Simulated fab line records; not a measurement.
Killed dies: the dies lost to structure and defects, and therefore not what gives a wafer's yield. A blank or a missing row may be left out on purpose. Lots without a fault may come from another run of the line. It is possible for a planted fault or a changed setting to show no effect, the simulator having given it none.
fab line records + flow nand_harc + part 2 of 2: steps 26 to 35 of 35
[record]
- lots = 5
- wafers = 15
- last_day = 33
route steps=1302 shown A_STAIRCASE@841
lots with no fault: from the same line, run without faults
start_h: hours from the record's first day to the start of the lot's first wafer shown + wait_h: how many hours have passed since the lot's step before this one + " unchanged from the row above + L1.1+2: one row covering several wafers at once + - no value, or no start was given + * or withheld: withheld + < > ~ a bound
route shown NAME@n: names a module that has steps shown in the file, with the first one's number in the route + usual: average and standard deviation across the fault-free wafers + same: alike in all rows + chamber/n: place in a boat + sites: the reading at each site + _std_site: standard deviation of those values + _edge_site: outer sites' mean less inner sites' + radius_mm: for every site, how far away it sits from the centre of the wafer + mask NAME#n: copy n + behind: the tool/chamber that last shaped the wafer + hold: what put the lot on hold/how long, in hours/how the hold closed + device: the transistor (n, p or np) that didn't switch + end of line: the route-end tests of the same wafers + a step without rows: its recipe alone + killed: dies lost to structure and defects at the first sort, not the wafer's yield + map: shows each die of a wafer: x if killed, . if not, _ if none is there
set.NAME: the run value of the setting; set.NAME@STEP: its run value at that earlier step + model.NAME: the simulator's own value behind a step, which no gauge read
lots at some steps of the route; a table a step, a row a wafer
services: from which hour (start_h, from the record's first day; less than 0 if before it) a tool's chamber was out of use, for how many hours, and why
[[steps]]
[step NHARC_A_STAIRCASE_ETCH_444]
[recipe]
- target_depth_a = 2.04e+05
- time_s = 6800
- c4f8_flow_sccm = 20
- o2_flow_sccm = 10
- ar_flow_sccm = withheld
- rf_w = 600
- bias_w = 1000
- chemistry = C4F8/O2
[usual]
- oes_product_au = 0.930/0.017
- rf_fwd_power_W = 600.0/1.7
- rf_vpp_V = 810/4.6
| lot.wafer | tool        | chamber | start_h | wait_h | oes_product_au | rf_fwd_power_W | rf_hours_counter_h | rf_vpp_V |
|-----------|-------------|---------|---------|--------|----------------|----------------|--------------------|----------|
| L074.1    | rie_diel-04 | 0       | 432.12  | 0.1    | 0.917          | 597.5          | 20                 | 810      |
| L074.4    | "           | 2       | "       | "      | 0.929          | 599.0          | 19                 | 808      |
| L074.5    | "           | 1       | 434.47  | 2.4    | 0.932          | 598.5          | -                  | 798      |
| L087.2    | rie_diel-13 | 3       | 549.15  | 0.1    | 0.937          | 602.5          | 10                 | 808      |
| L087.3    | "           | 3       | 551.05  | 2.0    | 0.936          | 602.9          | -                  | 808      |
| L087.4    | "           | 2       | "       | "      | 0.940          | 602.6          | -                  | 806      |
| L091.2    | rie_diel-13 | 1       | 598.20  | 1.5    | 0.913          | 599.0          | 22                 | 815      |
| L091.6    | "           | 2       | "       | "      | 0.918          | 601.2          | -                  | 804      |
| L091.5    | "           | 3       | "       | "      | 0.937          | 598.1          | -                  | 808      |
| L094.3    | rie_diel-04 | 2       | 617.79  | 0.6    | 0.929          | 599.4          | 25                 | 806      |
| L094.2    | "           | 3       | "       | "      | 0.920          | 602.0          | 28                 | 813      |
| L094.5    | "           | 2       | 619.70  | 2.5    | 0.940          | 601.6          | -                  | 807      |
| L095.3    | rie_diel-02 | 3       | 645.11  | 0.7    | 0.920          | 600.4          | 23                 | 805      |
| L095.1    | "           | 1       | "       | "      | 0.925          | 600.3          | 24                 | 814      |
| L095.4    | "           | 1       | 647.60  | 3.2    | 0.920          | 601.4          | -                  | 814      |
[step NHARC_A_STAIRCASE_STRIP_446]
[recipe]
- power_w = 1500
- temp_c = 250
- chemistry = O2
[usual]
- drypump_motor_current_A = 6.0/0.39
- heater_power_w = 348/32
| lot.wafer | tool            | chamber | start_h | wait_h | drypump_motor_current_A | heater_power_w | rf_hours_counter_h |
|-----------|-----------------|---------|---------|--------|-------------------------|----------------|--------------------|
| L074.1    | plasma_asher-01 | 1       | 436.48  | 0.0    | 5.7                     | 353            | 15                 |
| L074.4    | "               | 0       | "       | "      | 6.0                     | 335            | -                  |
| L074.5    | "               | 1       | "       | "      | 5.8                     | 361            | -                  |
| L087.2    | plasma_asher-02 | 0       | 556.44  | 0.1    | 5.6                     | 386            | 25                 |
| L087.3    | "               | 1       | "       | "      | 6.5                     | 315            | -                  |
| L087.4    | "               | 0       | "       | "      | 5.6                     | 386            | -                  |
| L091.2    | plasma_asher-01 | 1       | 601.18  | 0.0    | 5.7                     | 343            | 15                 |
| L091.6    | "               | 1       | "       | "      | 5.7                     | 337            | -                  |
| L091.5    | "               | 0       | "       | "      | 6.0                     | 311            | -                  |
| L094.2    | plasma_asher-01 | 1       | 621.72  | 0.0    | 5.7                     | 350            | 21                 |
| L094.3    | "               | 1       | "       | "      | 5.7                     | 346            | -                  |
| L094.5    | "               | 1       | "       | "      | 5.7                     | 342            | -                  |
| L095.1    | plasma_asher-01 | 0       | 649.77  | 0.0    | 6.0                     | 322            | 27                 |
| L095.4    | "               | 0       | "       | "      | 6.0                     | 314            | -                  |
| L095.3    | "               | 1       | "       | "      | 5.7                     | 353            | -                  |
[step NHARC_A_STAIRCASE_STRIP_447]
[recipe]
- time_s = 900
- temp_c = 130
- chemistry = SPM
| lot.wafer  | tool         | chamber | start_h | wait_h |
|------------|--------------|---------|---------|--------|
| L074.5+4+1 | wet_bench-09 | 0,1,3   | 436.84  | 0.1    |
| L087.4+3+2 | wet_bench-04 | 6,0,1   | 556.75  | 0.2    |
| L091.5+6+2 | wet_bench-09 | 3,7,0   | 601.53  | 0.1    |
| L094.5+2+3 | wet_bench-04 | 3,6,0   | 622.07  | 0.1    |
| L095.4+1+3 | wet_bench-09 | 3,6,7   | 650.12  | 0.2    |
[step NHARC_A_STAIRCASE_PRECLEAN_448]
[recipe]
- time_s = *
- temp_c = 50
- bath_age_min = 0
- chemistry = SC1
[usual]
- h2o2_flow_mL_min = 56.64/0.2
| lot.wafer | tool         | chamber | start_h | wait_h | h2o2_flow_mL_min |
|-----------|--------------|---------|---------|--------|------------------|
| L074.5    | wet_bench-09 | 0       | -       | -      | 57.21            |
| L074.4    | "            | 1       | "       | "      | 56.80            |
| L074.1    | "            | 3       | "       | "      | 56.32            |
| L087.4    | wet_bench-04 | 6       | -       | -      | 56.52            |
| L087.3    | "            | 0       | "       | "      | 56.41            |
| L087.2    | "            | 1       | "       | "      | 56.64            |
| L091.5    | wet_bench-09 | 3       | -       | -      | 56.51            |
| L091.6    | "            | 7       | "       | "      | 56.32            |
| L091.2    | "            | 0       | "       | "      | 56.77            |
| L094.5    | wet_bench-04 | 3       | -       | -      | 56.74            |
| L094.2    | "            | 6       | "       | "      | 56.25            |
| L094.3    | "            | 0       | "       | "      | 56.53            |
| L095.4    | wet_bench-09 | 3       | -       | -      | 56.56            |
| L095.1    | "            | 6       | "       | "      | 56.87            |
| L095.3    | "            | 7       | "       | "      | 56.87            |
[step NHARC_A_STAIRCASE_SRD_449]
| lot.wafer  | tool         | chamber | start_h | wait_h |
|------------|--------------|---------|---------|--------|
| L074.5+4+1 | wet_bench-09 | 0,1,3   | -       | -      |
| L087.4+3+2 | wet_bench-04 | 6,0,1   | -       | -      |
| L091.5+6+2 | wet_bench-09 | 3,7,0   | -       | -      |
| L094.5+2+3 | wet_bench-04 | 3,6,0   | -       | -      |
| L095.4+1+3 | wet_bench-09 | 3,6,7   | -       | -      |
[step NHARC_A_STAIRCASE_CMP_450]
[recipe]
- target_thk_nm = 200
- material = SiO2
[usual]
- motor_current_A = 11.4/0.79
| lot.wafer | tool   | chamber | start_h | wait_h | motor_current_A |
|-----------|--------|---------|---------|--------|-----------------|
| L074.1    | cmp-04 | 0       | 437.30  | -      | 11.8            |
| L074.4    | "      | 1       | "       | "      | 12.9            |
| L074.5    | "      | 3       | "       | "      | 11.9            |
| L087.3    | cmp-02 | 1       | 557.21  | -      | 11.3            |
| L087.2    | "      | 2       | "       | "      | 11.0            |
| L087.4    | "      | 3       | "       | "      | 10.3            |
| L091.2    | cmp-02 | 0       | 601.98  | -      | 13.1            |
| L091.6    | "      | 0       | "       | "      | 12.9            |
| L091.5    | "      | 1       | "       | "      | 11.8            |
| L094.3    | cmp-04 | 0       | 622.52  | -      | 11.5            |
| L094.2    | "      | 1       | "       | "      | 11.7            |
| L094.5    | "      | 0       | "       | "      | 11.0            |
| L095.4    | cmp-03 | 3       | 650.59  | -      | 11.1            |
| L095.1    | "      | 0       | "       | "      | 11.6            |
| L095.3    | "      | 1       | "       | "      | 10.3            |
[step NHARC_A_STAIRCASE_CMP_152]
[usual]
- motor_current_A = 11.5/0.83
| lot.wafer | tool   | chamber | start_h | wait_h | motor_current_A |
|-----------|--------|---------|---------|--------|-----------------|
| L074.1    | cmp-04 | 0       | 437.37  | 0.1    | 11.8            |
| L074.4    | "      | 1       | "       | "      | 12.5            |
| L074.5    | "      | 3       | "       | "      | 11.5            |
| L087.3    | cmp-02 | 1       | 557.28  | 0.1    | 12.2            |
| L087.2    | "      | 2       | "       | "      | 11.7            |
| L087.4    | "      | 3       | "       | "      | 10.5            |
| L091.2    | cmp-02 | 0       | 602.05  | 0.1    | 13.6            |
| L091.6    | "      | 0       | "       | "      | 13.2            |
| L091.5    | "      | 1       | "       | "      | 11.4            |
| L094.3    | cmp-04 | 0       | 622.60  | 0.1    | 11.8            |
| L094.2    | "      | 1       | "       | "      | 12.8            |
| L094.5    | "      | 0       | "       | "      | 12.2            |
| L095.4    | cmp-03 | 3       | 650.66  | 0.1    | 11.3            |
| L095.1    | "      | 0       | "       | "      | 11.7            |
| L095.3    | "      | 1       | "       | "      | 9.7             |
[step NHARC_A_STAIRCASE_SRD_154]
| lot.wafer  | tool         | chamber | start_h | wait_h |
|------------|--------------|---------|---------|--------|
| L074.1+4+5 | wet_bench-09 | 0,1,3   | 437.65  | 0.0    |
| L087.3+4+2 | wet_bench-04 | 3,7,0   | 557.55  | 0.0    |
| L091.5+2+6 | wet_bench-09 | 3,4,0   | 602.34  | 0.0    |
| L094.5+2+3 | wet_bench-02 | 7,0,2   | 622.89  | 0.0    |
| L095.4+1+3 | wet_bench-02 | 3,4,6   | 650.96  | 0.1    |
[step NHARC_A_STAIRCASE_ETCH_403]
[recipe]
- target_depth_a = 1082
- chemistry = dHF
- material = SiO2
| lot.wafer  | tool         | chamber | start_h | wait_h |
|------------|--------------|---------|---------|--------|
| L074.1+4+5 | wet_bench-09 | 0,1,3   | 437.67  | 0.0    |
| L087.3+4+2 | wet_bench-04 | 3,7,0   | 557.58  | 0.0    |
| L091.5+2+6 | wet_bench-09 | 3,4,0   | 602.36  | 0.0    |
| L094.5+2+3 | wet_bench-02 | 7,0,2   | 622.92  | 0.0    |
| L095.4+1+3 | wet_bench-02 | 3,4,6   | 650.98  | 0.0    |
[step NHARC_A_STAIRCASE_ETCHBACK_422]
[recipe]
- target_depth_a = 400
- over_etch_frac = 0.3
- time_s = 74.286
- ion_energy_ev = 120
- ch3f_flow_sccm = 50
- o2_flow_sccm = 30
- ar_flow_sccm = 200
- rf_w = 500
- bias_w = 100
- chemistry = CH3F/O2
[usual]
- drypump_motor_current_A = 5.6/0.41
- oes_product_au = 0.96/0.038
- rf_fwd_power_W = 496.8/1.6
- rf_vpp_V = 245.2/1.5
- showerhead_plenum_p_Torr = 2.51/0.098
- throttle_valve_pct = 20.663/0.0092
| lot.wafer | tool        | chamber | start_h | wait_h | drypump_motor_current_A | oes_product_au | rf_fwd_power_W | rf_hours_counter_h | rf_vpp_V | showerhead_plenum_p_Torr | throttle_valve_pct |
|-----------|-------------|---------|---------|--------|-------------------------|----------------|----------------|--------------------|----------|--------------------------|--------------------|
| L074.1    | rie_diel-04 | 0       | 437.83  | 0.2    | 5.3                     | 0.92           | 497.5          | 23                 | 245.5    | 2.55                     | 20.660             |
| L074.4    | "           | 1       | "       | "      | 6.0                     | 0.93           | 495.3          | 14                 | 241.9    | 2.28                     | 20.668             |
| L074.5    | "           | 3       | "       | "      | 5.5                     | 0.92           | 495.0          | -                  | 247.5    | 2.63                     | 20.672             |
| L087.4    | rie_diel-04 | 1       | 557.74  | 0.1    | 6.0                     | 1.01           | 497.2          | 8                  | 246.9    | 2.66                     | 20.684             |
| L087.2    | "           | 2       | "       | "      | 4.8                     | 1.00           | 497.3          | 4                  | 245.5    | 2.48                     | 20.653             |
| L087.3    | "           | 3       | "       | "      | 5.6                     | 0.99           | 496.0          | 8                  | 247.0    | 2.61                     | 20.654             |
| L091.2    | rie_diel-04 | 2       | 602.53  | 0.2    | 4.8                     | 0.92           | 498.5          | 22                 | 243.7    | 2.48                     | 20.659             |
| L091.6    | "           | 1       | "       | "      | 6.0                     | 0.93           | 498.0          | -                  | 247.2    | 2.65                     | 20.668             |
| L091.5    | "           | 2       | "       | "      | 4.8                     | 0.92           | 497.3          | -                  | 244.5    | 2.48                     | 20.666             |
| L094.3    | rie_diel-04 | 1       | 623.07  | 0.1    | 6.0                     | 1.00           | 495.4          | 32                 | 247.9    | 2.65                     | 20.658             |
| L094.2    | "           | 2       | "       | "      | 4.8                     | 1.02           | 494.8          | 29                 | 244.2    | 2.47                     | 20.659             |
| L094.5    | "           | 0       | "       | "      | 5.3                     | 0.98           | 495.0          | -                  | 244.9    | 2.52                     | 20.663             |
| L095.4    | rie_diel-13 | 0       | 651.12  | 0.1    | 5.5                     | 0.93           | 498.9          | 41                 | 243.7    | 2.50                     | 20.662             |
| L095.1    | "           | 1       | "       | "      | 6.1                     | 0.93           | 496.8          | 41                 | 246.9    | 2.62                     | 20.665             |
| L095.3    | "           | 3       | "       | "      | 5.2                     | 0.93           | 497.0          | 49                 | 245.1    | 2.46                     | 20.654             |
[[services]]
| tool           | chamber | start_h | hours | kind   |
|----------------|---------|---------|-------|--------|
| pecvd-03       | -       | 366.00  | 13.0  | pm     |
| rie_diel-04    | 1       | 373.40  | 9.3   | repair |
| furnace-07     | -       | 388.71  | 26.0  | pm     |
| krf_scanner-03 | -       | 396.02  | 4.0   | pm     |
| wet_bench-04   | -       | 403.20  | 8.0   | pm     |
| pecvd-02       | -       | 408.80  | 13.0  | pm     |
| wet_bench-02   | -       | 420.00  | 8.0   | pm     |
| litho_track-03 | -       | 450.00  | 7.0   | pm     |
| pecvd-03       | 1       | 453.37  | 23.3  | repair |
| litho_track-05 | -       | 474.01  | 7.0   | pm     |
| rie_diel-13    | 3       | 494.61  | 6.4   | repair |
| rie_diel-13    | -       | 519.67  | 9.0   | pm     |
| rie_diel-04    | 2       | 526.64  | 16.0  | repair |
| wet_bench-09   | -       | 528.86  | 8.0   | pm     |
| rie_diel-04    | -       | 532.05  | 9.0   | pm     |
| wet_bench-02   | -       | 541.76  | 4.9   | repair |
| rie_diel-13    | 1       | 543.97  | 16.4  | repair |
| rie_diel-13    | 0       | 554.60  | 2.5   | repair |
| wet_bench-04   | -       | 579.20  | 8.0   | pm     |
| pecvd-02       | -       | 589.80  | 13.0  | pm     |
| wet_bench-02   | -       | 596.00  | 8.0   | pm     |
| litho_track-03 | -       | 625.00  | 7.0   | pm     |
| wet_bench-02   | -       | 633.40  | 0.7   | repair |
| litho_track-05 | -       | 649.01  | 7.0   | pm     |
